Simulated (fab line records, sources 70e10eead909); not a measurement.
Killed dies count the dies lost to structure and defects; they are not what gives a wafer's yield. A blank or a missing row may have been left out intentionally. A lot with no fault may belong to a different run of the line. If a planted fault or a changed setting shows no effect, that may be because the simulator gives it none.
fab line records -- flow nand_harc
record lots=12, wafers=36, last_day=31
route steps=1302 shown P_M2@336 THIN_TSV@1264 END@1302
lots with no fault: from the same line, run without faults
start_h: start of the lot's first displayed wafer, in hours after the record's first day -- wait_h: time in hours since the lot's previous step -- " unchanged from the row above -- L1.1+2: several wafers, shown together as one row -- - no value, or no start given -- * or withheld: withheld -- < > ~ a bound
route shown NAME@n: NAME is a module with steps in the file, n the number in the route of the first one -- usual: mean and standard deviation over wafers with no fault -- same: alike in all rows -- chamber/n: place in a boat -- sites: the reading at each site -- _std_site: how widely they spread, as a standard deviation -- _edge_site: outer sites' mean less inner sites' -- radius_mm: for every site, how far away it sits from the centre of the wafer -- mask NAME#n: copy n -- behind: the last tool/chamber to shape the wafer -- hold: why the lot went on hold/how many hours it stayed there/how the hold came to an end -- device: the transistor (n, p or np) that didn't switch -- end of line: tests of these same wafers at the route's end -- for a step that has no rows: nothing shown but its recipe -- killed: the dies lost at the first sort to structure and to defects; this is not the yield of the wafer -- map: a wafer's dies, x killed, . not, _ none there
set.NAME: the setting as run; set.NAME@STEP: as run at that earlier step -- model.NAME: the simulator's own value behind a step, which no gauge read
route steps across a sampled set of lots; one table per step, one row per wafer
services: a tool's chamber out of use, with start hour (start_h, from the record's first day; less than 0 if before it), hours out, and reason
## steps
# step NHARC_P_M2_ETCH_28
# recipe target_depth_a=300, over_etch_frac=0.3, time_s=72.99, ion_energy_ev=150, cf4_flow_sccm=50, n2_flow_sccm=100, ar_flow_sccm=150, rf_w=300, bias_w=100, chemistry=CF4/N2
# usual drypump_motor_current_A=5.7/0.48, n2_flow_sccm=100.0/0.31, oes_product_au=1.004/0.0095, rf_vpp_V=314.4/2.2, showerhead_plenum_p_Torr=2.63/0.11, throttle_valve_pct=19.793/0.0084
lot.wafer,tool,chamber,start_h,wait_h,drypump_motor_current_A,n2_flow_sccm,oes_product_au,rf_hours_counter_h,rf_vpp_V,showerhead_plenum_p_Torr,throttle_valve_pct
L758.4,rie_diel-05,2,131.32,-,5.5,100.3,0.994,2.1,313.0,2.55,19.788
L758.1,rie_diel-05,3,131.32,-,6.5,100.1,0.999,2.7,316.9,2.82,19.792
L758.6,rie_diel-05,3,131.32,-,6.5,100.1,1.005,-,319.0,2.82,19.783
L762.3,rie_diel-05,0,175.45,-,6.1,100.4,1.004,4.5,314.7,2.63,19.792
L762.6,rie_diel-05,3,175.45,-,6.5,99.5,0.999,-,317.1,2.82,19.790
L762.5,rie_diel-05,0,175.45,-,6.1,100.4,1.010,-,314.1,2.63,19.809
L763.2,rie_diel-05,2,178.47,-,5.5,100.0,1.006,4.2,312.1,2.55,19.789
L763.4,rie_diel-05,3,178.47,-,6.4,100.5,1.016,6.1,317.8,2.82,19.796
L763.5,rie_diel-05,2,178.47,-,5.5,100.3,0.997,-,313.0,2.55,19.806
L764.4,rie_diel-01,2,198.17,-,4.8,100.3,1.018,6.9,317.3,2.82,19.799
L764.5,rie_diel-01,2,198.17,-,4.8,100.4,1.006,-,317.0,2.82,19.794
L764.6,rie_diel-01,3,198.17,-,6.1,100.3,0.989,-,313.5,2.55,19.795
L765.2,rie_diel-05,3,198.31,-,6.5,100.5,1.002,6.9,317.9,2.81,19.782
L765.6,rie_diel-05,3,198.31,-,6.5,100.1,0.994,-,318.0,2.82,19.778
L765.5,rie_diel-05,0,198.31,-,6.1,100.6,1.015,-,313.9,2.62,19.795
L766.2,rie_diel-06,3,216.79,-,5.7,100.1,1.020,5.0,316.0,2.76,19.798
L766.1,rie_diel-06,0,216.79,-,5.5,99.8,0.999,4.8,315.9,2.68,19.788
L766.4,rie_diel-06,0,216.79,-,5.5,99.7,0.990,-,315.2,2.68,19.800
L767.1,rie_diel-05,0,224.37,-,6.1,100.0,1.009,7.8,313.5,2.62,19.786
L767.3,rie_diel-05,1,224.37,-,6.0,100.9,0.996,8.5,312.9,2.62,19.803
L767.2,rie_diel-05,3,224.37,-,6.4,100.1,0.986,8.5,316.8,2.81,19.802
L768.3,rie_diel-01,1,237.46,-,6.2,100.5,1.021,1.6,313.9,2.57,19.792
L768.2,rie_diel-01,2,237.46,-,4.8,99.9,1.004,1.7,316.9,2.82,19.801
L768.6,rie_diel-01,1,237.46,-,6.2,99.9,1.003,-,313.6,2.57,19.800
L772.1,rie_diel-06,2,284.57,-,5.5,99.8,1.005,9.3,311.4,2.46,19.800
L772.6,rie_diel-06,0,284.57,-,5.5,99.9,0.993,-,314.8,2.68,19.791
L772.5,rie_diel-06,1,284.57,-,5.1,100.4,1.000,-,315.1,2.64,19.799
L774.4,rie_diel-05,3,297.98,-,6.4,100.1,1.006,2.5,317.6,2.81,19.793
L774.1,rie_diel-05,1,297.98,-,6.0,100.5,1.015,3.4,313.1,2.62,19.790
L774.5,rie_diel-05,0,297.98,-,6.1,99.7,1.015,-,315.1,2.62,19.797
L775.3,rie_diel-05,1,309.50,-,6.0,100.0,1.001,3.6,314.2,2.62,19.792
L775.1,rie_diel-05,2,309.50,-,5.5,100.3,1.001,3.2,312.8,2.55,19.788
L775.2,rie_diel-05,3,309.50,-,6.5,100.2,1.003,2.6,318.2,2.81,19.791
L776.1,rie_diel-05,1,310.34,-,6.0,100.3,1.010,3.8,314.5,2.62,19.799
L776.4,rie_diel-05,3,310.34,-,6.5,100.0,1.006,2.8,318.5,2.81,19.801
L776.3,rie_diel-05,0,310.34,-,6.1,100.2,1.017,2.9,314.5,2.62,19.795
# step NHARC_THIN_TSV_CD_MEAS_16
# usual cd_nm=999.1/2.1
lot.wafer,tool,chamber,start_h,wait_h,cd_nm
L758.1,cd_sem-02,-,573.16,0.1,1001.1
L758.4,cd_sem-02,-,573.16,0.1,1000.9
L758.6,cd_sem-02,-,573.16,0.1,1003.0
L762.3,cd_sem-03,-,598.87,0.2,997.0
L762.5,cd_sem-03,-,598.87,0.2,999.6
L762.6,cd_sem-03,-,598.87,0.2,996.5
L763.2,cd_sem-01,-,606.59,0.1,997.5
L763.4,cd_sem-01,-,606.59,0.1,995.9
L763.5,cd_sem-01,-,606.59,0.1,995.4
L765.2,cd_sem-03,-,607.64,0.1,997.3
L765.5,cd_sem-03,-,607.64,0.1,1003.2
L765.6,cd_sem-03,-,607.64,0.1,998.3
L764.4,cd_sem-01,-,611.71,0.1,997.5
L764.5,cd_sem-01,-,611.71,0.1,1000.2
L764.6,cd_sem-01,-,611.71,0.1,996.6
L766.1,cd_sem-02,-,639.81,0.1,1002.6
L766.2,cd_sem-02,-,639.81,0.1,999.6
L766.4,cd_sem-02,-,639.81,0.1,998.7
L767.1,cd_sem-02,-,654.98,0.1,997.2
L767.2,cd_sem-02,-,654.98,0.1,997.4
L767.3,cd_sem-02,-,654.98,0.1,999.3
L768.2,cd_sem-03,-,656.17,0.1,999.5
L768.3,cd_sem-03,-,656.17,0.1,999.6
L768.6,cd_sem-03,-,656.17,0.1,1001.2
L772.1,cd_sem-01,-,691.90,0.1,997.4
L772.5,cd_sem-01,-,691.90,0.1,996.6
L772.6,cd_sem-01,-,691.90,0.1,997.0
L774.1,cd_sem-02,-,727.04,0.1,998.5
L774.4,cd_sem-02,-,727.04,0.1,998.7
L774.5,cd_sem-02,-,727.04,0.1,996.4
L776.1,cd_sem-03,-,734.67,0.1,995.8
L776.3,cd_sem-03,-,734.67,0.1,997.0
L776.4,cd_sem-03,-,734.67,0.1,1001.9
L775.1,cd_sem-02,-,735.88,0.1,998.9
L775.2,cd_sem-02,-,735.88,0.1,999.3
L775.3,cd_sem-02,-,735.88,0.1,999.5
# step NHARC_THIN_TSV_PVD_19
# recipe target_thk_a=200, chamber_pressure_pa=5, material=TaN
# usual throttle_valve_pct=30.6/1.2
lot.wafer,tool,chamber,start_h,wait_h,throttle_valve_pct
L758.4,pvd_sputter-03,-,-,-,29.5
L758.1,pvd_sputter-03,-,-,-,30.8
L758.6,pvd_sputter-03,-,-,-,28.1
L762.3,pvd_sputter-01,-,-,-,31.1
L762.6,pvd_sputter-01,-,-,-,31.4
L762.5,pvd_sputter-01,-,-,-,32.4
L763.4,pvd_sputter-02,-,-,-,31.2
L763.2,pvd_sputter-02,-,-,-,29.3
L763.5,pvd_sputter-02,-,-,-,31.5
L765.2,pvd_sputter-01,-,-,-,30.9
L765.5,pvd_sputter-01,-,-,-,30.7
L765.6,pvd_sputter-01,-,-,-,31.5
L764.4,pvd_sputter-01,-,-,-,30.3
L764.6,pvd_sputter-01,-,-,-,31.5
L764.5,pvd_sputter-01,-,-,-,32.4
L766.4,pvd_sputter-01,-,-,-,32.3
L766.1,pvd_sputter-01,-,-,-,30.2
L766.2,pvd_sputter-01,-,-,-,30.7
L767.1,pvd_sputter-03,-,-,-,29.4
L767.2,pvd_sputter-03,-,-,-,30.5
L767.3,pvd_sputter-03,-,-,-,28.2
L768.2,pvd_sputter-03,-,-,-,29.4
L768.3,pvd_sputter-03,-,-,-,30.6
L768.6,pvd_sputter-03,-,-,-,30.7
L772.1,pvd_sputter-01,-,-,-,30.9
L772.5,pvd_sputter-01,-,-,-,31.4
L772.6,pvd_sputter-01,-,-,-,32.4
L774.4,pvd_sputter-02,-,-,-,29.1
L774.1,pvd_sputter-02,-,-,-,30.7
L774.5,pvd_sputter-02,-,-,-,29.5
L776.4,pvd_sputter-01,-,-,-,32.4
L776.3,pvd_sputter-01,-,-,-,30.1
L776.1,pvd_sputter-01,-,-,-,30.8
L775.3,pvd_sputter-03,-,-,-,29.4
L775.1,pvd_sputter-03,-,-,-,31.4
L775.2,pvd_sputter-03,-,-,-,30.5
# step NHARC_THIN_TSV_ETCH_59
# recipe target_depth_a=8800, icp_w=900, bias_w=100, Cl2_flow_sccm=60, bcl3_flow_sccm=30, time_s=138.1, chemistry=Cl2/BCl3
# usual drypump_motor_current_A=5.8/0.31, he_backside_leak_sccm=3.4/0.36, mfc_cl2_sccm=59.98/0.17, oes_product_au=1.003/0.0089, throttle_valve_pct=22.264/0.0088
lot.wafer,tool,chamber,start_h,wait_h,drypump_motor_current_A,he_backside_leak_sccm,mfc_cl2_sccm,oes_product_au,rf_hours_counter_h,throttle_valve_pct
L758.1,rie_metal-03,0,579.14,0.1,5.9,6.3,60.03,1.017,0.5,22.265
L758.4,rie_metal-03,0,579.14,0.1,5.8,3.4,59.93,1.004,-,22.259
L758.6,rie_metal-03,0,579.14,0.1,5.9,3.4,59.89,1.003,-,22.264
L762.3,rie_metal-01,1,604.20,0.2,5.5,3.5,60.04,0.999,-,22.242
L762.5,rie_metal-01,0,604.20,0.2,6.3,3.2,59.70,0.992,-,22.260
L762.6,rie_metal-01,1,604.20,0.2,5.5,3.6,59.99,0.995,-,22.273
L763.2,rie_metal-02,1,612.04,0.1,6.1,5.2,59.93,1.004,2.6,22.269
L763.4,rie_metal-02,1,612.04,0.1,6.1,3.3,60.03,0.996,-,22.292
L763.5,rie_metal-02,0,612.04,0.1,5.4,3.5,59.87,1.002,-,22.268
L765.2,rie_metal-02,1,613.23,0.1,6.1,3.3,59.89,0.994,2.8,22.257
L765.5,rie_metal-02,0,613.23,0.1,5.3,3.7,59.78,1.007,-,22.274
L765.6,rie_metal-02,1,613.23,0.1,6.1,3.2,60.10,0.991,-,22.258
L764.4,rie_metal-03,1,617.02,0.3,5.9,3.2,59.71,0.986,-,22.256
L764.5,rie_metal-03,1,617.02,0.3,5.9,3.2,60.06,0.990,-,22.258
L764.6,rie_metal-03,1,617.02,0.3,5.9,3.1,60.00,0.998,-,22.268
L766.2,rie_metal-03,1,645.08,0.1,5.9,3.3,60.27,0.995,1.8,22.276
L766.1,rie_metal-03,0,645.08,0.1,5.9,3.5,60.05,1.003,1.4,22.269
L766.4,rie_metal-03,0,645.08,0.1,5.9,3.6,60.00,1.012,-,22.274
L767.1,rie_metal-02,0,660.23,0.1,5.4,3.4,60.09,0.991,0.2,22.272
L767.2,rie_metal-02,1,660.23,0.1,6.1,3.6,60.07,1.005,0.2,22.262
L767.3,rie_metal-02,0,660.23,0.1,5.3,3.4,59.70,1.004,-,22.265
L768.2,rie_metal-02,0,661.36,0.1,5.4,3.8,60.37,1.000,0.5,22.257
L768.3,rie_metal-02,0,661.36,0.1,5.4,3.6,60.17,1.007,-,22.248
L768.6,rie_metal-02,1,661.36,0.1,6.1,3.4,60.03,0.998,-,22.275
L772.1,rie_metal-01,0,697.18,0.1,6.3,3.0,60.02,1.000,2.0,22.237
L772.5,rie_metal-01,0,697.18,0.1,6.3,3.0,59.94,1.009,-,22.258
L772.6,rie_metal-01,1,697.18,0.1,5.5,3.5,60.02,1.006,-,22.270
L774.1,rie_metal-03,1,732.29,0.1,5.8,3.1,59.94,1.004,0.5,22.255
L774.4,rie_metal-03,1,732.29,0.1,5.8,3.1,59.87,1.009,-,22.259
L774.5,rie_metal-03,1,732.29,0.1,5.8,3.2,60.11,1.002,-,22.267
L776.1,rie_metal-02,0,740.10,0.1,5.4,3.3,59.90,0.998,1.4,22.265
L776.4,rie_metal-02,1,740.10,0.1,6.1,3.2,60.09,1.002,-,22.265
L776.3,rie_metal-02,0,740.10,0.1,5.4,3.1,59.77,0.992,-,22.267
L775.1,rie_metal-03,1,741.14,0.1,5.9,3.1,59.89,1.006,0.7,22.270
L775.2,rie_metal-03,0,741.14,0.1,5.9,3.7,60.12,1.013,0.7,22.252
L775.3,rie_metal-03,1,741.14,0.1,5.9,3.3,59.95,1.017,-,22.260
# step NHARC_END_SORT_01
# recipe temp_c=25
# usual defect_limited_yield=90.9/2.6, killed_at_array=57/18, killed_at_other=0.8/1, killed_at_periphery=3.9/2.8, killed_dies=62/18, killed_open=3.4/1.8, killed_short=2.2/1.6
# same gross_dies=677
lot.wafer,tool,chamber,start_h,wait_h,defect_limited_yield[%],killed_at_array,killed_at_other,killed_at_periphery,killed_dies,killed_open,killed_short
L762.3,prober-02,0,614.53,3.1,92.8,41,3,5,49,3,4
L762.5,prober-02,0,616.15,3.7,91.0,46,1,14,61,2,7
L762.6,prober-02,0,616.96,4.0,90.5,54,0,10,64,6,1
L767.1,prober-02,0,676.02,2.5,95.0,29,3,2,34,5,3
L767.2,prober-02,0,676.81,2.8,93.9,39,0,2,41,2,2
L767.3,prober-02,0,677.60,3.1,94.1,33,4,3,40,4,3
L772.1,prober-01,0,704.87,2.5,89.1,74,0,0,74,3,1
L772.5,prober-01,0,708.03,3.7,90.3,63,0,3,66,4,0
L772.6,prober-01,0,708.82,3.9,89.7,69,0,1,70,3,3
L774.1,prober-01,0,740.99,2.5,80.6,67,2,62,131,5,0
L774.4,prober-01,0,743.41,3.4,82.6,65,1,52,118,5,2
L774.5,prober-01,0,744.21,3.7,85.7,68,0,29,97,7,2
L775.1,prober-02,0,748.90,2.5,87.4,27,2,56,85,0,2
L775.2,prober-02,0,749.68,2.8,86.1,37,0,57,94,1,0
L775.3,prober-02,0,750.47,3.1,84.6,27,0,77,104,4,5
L776.1,prober-01,0,748.94,2.5,77.0,77,0,79,156,0,1
L776.3,prober-01,0,750.54,3.1,82.3,97,0,23,120,2,4
L776.4,prober-01,0,751.34,3.4,74.9,111,2,57,170,5,4
# killed by level:class
L762.3 A_CHANNEL_HOLE_D2:chamber_film_flake=30 A_CHANNEL_HOLE_D1:chamber_film_flake=3 THIN_TSV:chamber_film_flake=3 P_GATE:chamber_film_flake=2 A_CONTACT:chamber_film_flake=2 P_CONTACT:geometric_particle:open=1 A_DECK1_JOINT:geometric_particle:short=1 A_DECK1_JOINT:geometric_particle:open=1
L762.5 A_CHANNEL_HOLE_D2:chamber_film_flake=28 P_GATE:chamber_film_flake=11 A_CONTACT:chamber_film_flake=4 A_SLIT:chamber_film_flake=3 A_ONON_D1:geometric_particle:short=2 P_BONDPAD:chamber_film_flake=2 P_CONTACT:geometric_particle:short=1 A_SOURCE_PLATE:geometric_particle:open=1
L762.6 A_CHANNEL_HOLE_D2:chamber_film_flake=35 P_GATE:chamber_film_flake=7 A_CONTACT:chamber_film_flake=4 A_STAIRCASE:chamber_film_flake=3 A_DECK1_JOINT:geometric_particle:open=2 A_BLC:geometric_particle:open=2 A_CHANNEL_HOLE_D1:chamber_film_flake=2 A_SLIT:chamber_film_flake=2
L767.1 A_SLIT:chamber_film_flake=16 A_CONTACT:chamber_film_flake=2 A_BLC:chamber_film_flake=2 THIN_TSV:chamber_film_flake=2 P_CONTACT:geometric_particle:open=1 P_M1:geometric_particle:open=1 A_DECK1_JOINT:geometric_particle:short=1 A_CHANNEL_FILL_D2:geometric_particle:open=1
L767.2 A_SLIT:chamber_film_flake=30 A_CHANNEL_HOLE_D1:chamber_film_flake=3 A_BLC:chamber_film_flake=2 P_CONTACT:geometric_particle:short=1 P_M0:geometric_particle:open=1 A_ONON_D2:geometric_particle:open=1 A_CHANNEL_HOLE_D2:geometric_particle:short=1 A_CHANNEL_HOLE_D2:chamber_film_flake=1
L767.3 A_SLIT:chamber_film_flake=18 THIN_TSV:chamber_film_flake=4 A_CONTACT:chamber_film_flake=3 A_ONON_D2:geometric_particle:short=2 A_M0:geometric_particle:open=2 A_CHANNEL_HOLE_D2:chamber_film_flake=2 A_STAIRCASE:chamber_film_flake=2 A_BLC:chamber_film_flake=2
L772.1 A_CHANNEL_HOLE_D2:chamber_film_flake=29 A_CHANNEL_HOLE_D1:chamber_film_flake=29 A_CONTACT:chamber_film_flake=7 A_SLIT:chamber_film_flake=4 A_CHANNEL_FILL_D1:geometric_particle:open=2 A_CHANNEL_HOLE_D1:geometric_particle:short=1 A_M0:geometric_particle:open=1 A_SGD_CUT:chamber_film_flake=1
L772.5 A_CHANNEL_HOLE_D1:chamber_film_flake=34 A_CHANNEL_HOLE_D2:chamber_film_flake=15 A_SLIT:chamber_film_flake=4 A_CONTACT:chamber_film_flake=3 P_ZERO_WELL:chamber_film_flake=2 A_SGD_CUT:chamber_film_flake=2 A_STAIRCASE:chamber_film_flake=2 P_M0:geometric_particle:open=1
L772.6 A_CHANNEL_HOLE_D1:chamber_film_flake=29 A_CHANNEL_HOLE_D2:chamber_film_flake=20 A_SLIT:chamber_film_flake=8 A_CONTACT:chamber_film_flake=5 A_STAIRCASE:chamber_film_flake=2 P_M1:geometric_particle:short=1 A_ONON_D1:geometric_particle:open=1 A_CHANNEL_FILL_D1:geometric_particle:short=1
L774.1 P_M2:unspecified=60 A_SLIT:chamber_film_flake=31 A_CHANNEL_HOLE_D2:chamber_film_flake=15 A_CHANNEL_HOLE_D1:chamber_film_flake=8 A_CONTACT:chamber_film_flake=3 A_STAIRCASE:chamber_film_flake=2 THIN_TSV:chamber_film_flake=2 P_M0:geometric_particle:open=1
L774.4 P_M2:unspecified=51 A_SLIT:chamber_film_flake=22 A_CHANNEL_HOLE_D2:chamber_film_flake=17 A_CHANNEL_HOLE_D1:chamber_film_flake=10 A_STAIRCASE:chamber_film_flake=4 A_CONTACT:chamber_film_flake=2 A_ONON_D1:geometric_particle:open=1 A_CHANNEL_HOLE_D1:geometric_particle:open=1
L774.5 P_M2:unspecified=23 A_CHANNEL_HOLE_D2:chamber_film_flake=23 A_SLIT:chamber_film_flake=22 A_CHANNEL_HOLE_D1:chamber_film_flake=8 A_CONTACT:chamber_film_flake=5 P_GATE:geometric_particle:open=3 A_STAIRCASE:chamber_film_flake=3 P_M0:geometric_particle:open=2
L775.1 P_M2:unspecified=52 A_CHANNEL_HOLE_D1:chamber_film_flake=7 A_CONTACT:chamber_film_flake=5 A_SLIT:chamber_film_flake=4 P_M1:chamber_film_flake=3 A_DECK1_JOINT:chamber_film_flake=2 A_CHANNEL_FILL_D1:chamber_film_flake=2 A_STAIRCASE:chamber_film_flake=2
L776.1 P_M2:unspecified=70 A_CHANNEL_HOLE_D1:chamber_film_flake=25 A_CHANNEL_HOLE_D2:chamber_film_flake=25 A_SLIT:chamber_film_flake=13 P_M1:chamber_film_flake=5 A_BONDPAD:chamber_film_flake=4 P_GATE:chamber_film_flake=3 A_DECK1_JOINT:chamber_film_flake=3
L775.2 P_M2:unspecified=52 A_CHANNEL_HOLE_D1:chamber_film_flake=14 A_SLIT:chamber_film_flake=10 A_CONTACT:chamber_film_flake=4 A_STAIRCASE:chamber_film_flake=3 P_GATE:chamber_film_flake=2 P_M1:chamber_film_flake=2 A_ONON_D2:geometric_particle:open=1
L775.3 P_M2:unspecified=71 A_CHANNEL_HOLE_D1:chamber_film_flake=5 A_STAIRCASE:chamber_film_flake=4 A_BONDPAD:chamber_film_flake=4 P_M1:chamber_film_flake=3 A_SOURCE_PLATE:geometric_particle:open=2 A_ONON_D1:geometric_particle:short=2 A_CHANNEL_FILL_D1:chamber_film_flake=2
L776.3 A_CHANNEL_HOLE_D1:chamber_film_flake=28 A_CHANNEL_HOLE_D2:chamber_film_flake=28 A_SLIT:chamber_film_flake=23 P_M2:unspecified=22 A_STAIRCASE:chamber_film_flake=6 A_M1:chamber_film_flake=2 A_ONON_D1:geometric_particle:short=1 A_CHANNEL_HOLE_D2:geometric_particle:short=1
L776.4 P_M2:unspecified=55 A_SLIT:chamber_film_flake=32 A_CHANNEL_HOLE_D1:chamber_film_flake=31 A_CHANNEL_HOLE_D2:chamber_film_flake=22 A_CONTACT:chamber_film_flake=7 A_BONDPAD:chamber_film_flake=4 A_CHANNEL_FILL_D1:geometric_particle:short=2 A_ZERO_WELL:chamber_film_flake=2
## services
tool,chamber,start_h,hours,kind
pvd_sputter-01,-,110.13,5.4,repair
rie_diel-05,0,134.22,4.4,repair
pvd_sputter-01,-,147.10,2.9,repair
rie_diel-05,2,155.74,2.8,repair
rie_metal-03,-,165.00,9.0,pm
pvd_sputter-01,-,226.00,10.0,pm
rie_diel-05,-,229.66,9.0,pm
rie_diel-05,2,240.45,12.0,repair
pvd_sputter-01,-,259.55,2.5,repair
rie_metal-02,-,277.00,9.0,pm
pvd_sputter-01,-,337.54,5.0,repair
rie_metal-03,-,342.00,9.0,pm
rie_metal-02,-,368.90,1.5,repair
pvd_sputter-01,-,404.05,10.0,pm
rie_diel-05,-,406.66,9.0,pm
rie_metal-02,-,454.00,9.0,pm
rie_diel-05,1,483.76,2.2,repair
rie_diel-05,-,486.02,0.5,repair
rie_metal-03,-,519.00,9.0,pm
pvd_sputter-01,-,582.05,10.0,pm
rie_diel-05,-,583.66,9.0,pm
pvd_sputter-01,-,595.80,3.2,repair
rie_diel-05,-,679.78,1.0,repair
rie_diel-05,0,687.84,16.6,repair
## key
first_sign step=NHARC_END_SORT_01, reading=killed_at_periphery, direction=up, sigmas=18, usual=3.9, struck=54.7
effect step=NHARC_END_SORT_01, reading=killed_dies, direction=up, sigmas=3.2, usual=62, struck=119, wafers_moved=7
more_kills_born_at NHARC_P_M2_ETCH_28@rie_diel-05=456
met_at NHARC_P_M2_ETCH_28
struck_lots L774,L775,L776
not_acting_at NHARC_THIN_TSV_CD_MEAS_16,NHARC_THIN_TSV_PVD_19,NHARC_THIN_TSV_ETCH_59
onset_between 224.37 297.98
also_fits time
fault kind=chamber_particle_source, tool=rie_diel-05, chamber=-, onset_h=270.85, steps=NHARC_P_M2_ETCH_28, rate_per_visit_cm2=0.4643, end_h=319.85
